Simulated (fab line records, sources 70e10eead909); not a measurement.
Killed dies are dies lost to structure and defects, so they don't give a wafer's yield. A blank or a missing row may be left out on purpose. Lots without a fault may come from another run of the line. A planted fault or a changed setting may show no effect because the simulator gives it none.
Chamber matching | flow nand_harc | NHARC_P_M0_DESCUM_14 on rie_diel-10: 4 sister chambers
The step chemistry O2, time 3 s. 18 wafers are shown with their chamber, then 9 later ones without.

WAFERS WITH THEIR CHAMBER
wafer  | chamber | drypump_motor_current_A (A) | oes_product_au (a.u.) | rf_vpp_V (V)
L074.1 | 1       | 5.4                         | 0.994                 | 58.9
L074.3 | 2       | 5.4                         | 0.993                 | 57.9
L074.4 | 3       | 5.6                         | 1.001                 | 56.9
L076.1 | 1       | 5.4                         | 1.005                 | 60.0
L076.2 | 3       | 5.5                         | 1.007                 | 57.5
L076.6 | 0       | 5.2                         | 1.017                 | 58.7
L077.1 | 3       | 5.6                         | 1.001                 | 57.0
L077.2 | 0       | 5.2                         | 1.019                 | 59.0
L077.4 | 2       | 5.4                         | 0.990                 | 57.4
L081.2 | 2       | 5.4                         | 0.990                 | 57.0
L081.3 | 3       | 5.5                         | 1.001                 | 57.3
L081.4 | 2       | 5.4                         | 0.993                 | 55.6
L080.1 | 1       | 5.4                         | 0.999                 | 58.4
L080.4 | 3       | 5.5                         | 1.001                 | 58.0
L080.5 | 1       | 5.4                         | 0.994                 | 56.5
L084.3 | 2       | 5.4                         | 0.994                 | 56.8
L084.4 | 1       | 5.4                         | 0.999                 | 57.1
L084.5 | 3       | 5.6                         | 1.013                 | 57.1

SIGNATURES (means of the wafers above)
reading                 | chamber 0 | chamber 1 | chamber 2 | chamber 3 | scatter within a chamber
drypump_motor_current_A | 5.200     | 5.400     | 5.400     | 5.550     | 0.0327
oes_product_au          | 1.01800   | 0.99820   | 0.99200   | 1.00400   | 0.00401
rf_vpp_V                | 58.850    | 58.180    | 56.940    | 57.300    | 0.914
Rule: a wafer's distance from a chamber is the root of the sum, over the readings, of the square of ((its reading less the chamber's mean) divided by the reading's scatter). The wafer belongs to the nearest chamber; if the next one is less than 2 further off, it can't be placed. The scatter: the root of (the sum of the squares of (reading less its chamber's mean) over the shown wafers, divided by (wafers less chambers)).

WAFERS WITHOUT THEIR CHAMBER
wafer  | drypump_motor_current_A (A) | oes_product_au (a.u.) | rf_vpp_V (V)
L089.4 | 5.2                         | 0.995                 | 58.2
L089.5 | 5.3                         | 0.994                 | 58.2
L089.6 | 5.4                         | 1.005                 | 56.8
L090.2 | 5.4                         | 1.008                 | 57.3
L090.4 | 5.2                         | 0.989                 | 59.1
L090.6 | 5.4                         | 0.998                 | 57.2
L091.1 | 5.4                         | 0.998                 | 58.3
L091.2 | 5.2                         | 0.983                 | 58.8
L091.6 | 5.4                         | 1.001                 | 56.8

WHICH CHAMBER EACH WENT THROUGH
wafer  | from the rows above          | in truth
L089.4 | can't be placed: 0 or 1 or 2 | 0
L089.5 | can't be placed: 1 or 2      | 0
L089.6 | can't be placed: 1 or 2      | 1
L090.2 | can't be placed: 1 or 2      | 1
L090.4 | can't be placed: 2 or 1 or 0 | 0
L090.6 | can't be placed: 1 or 2      | 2
L091.1 | can't be placed: 1 or 2      | 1
L091.2 | can't be placed: 2 or 1 or 0 | 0
L091.6 | can't be placed: 1 or 2      | 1
Placed correctly: 0 of 9. Can't be placed from these rows: 9 (the true chamber is among the candidates in 8). Placed wrongly: 0.
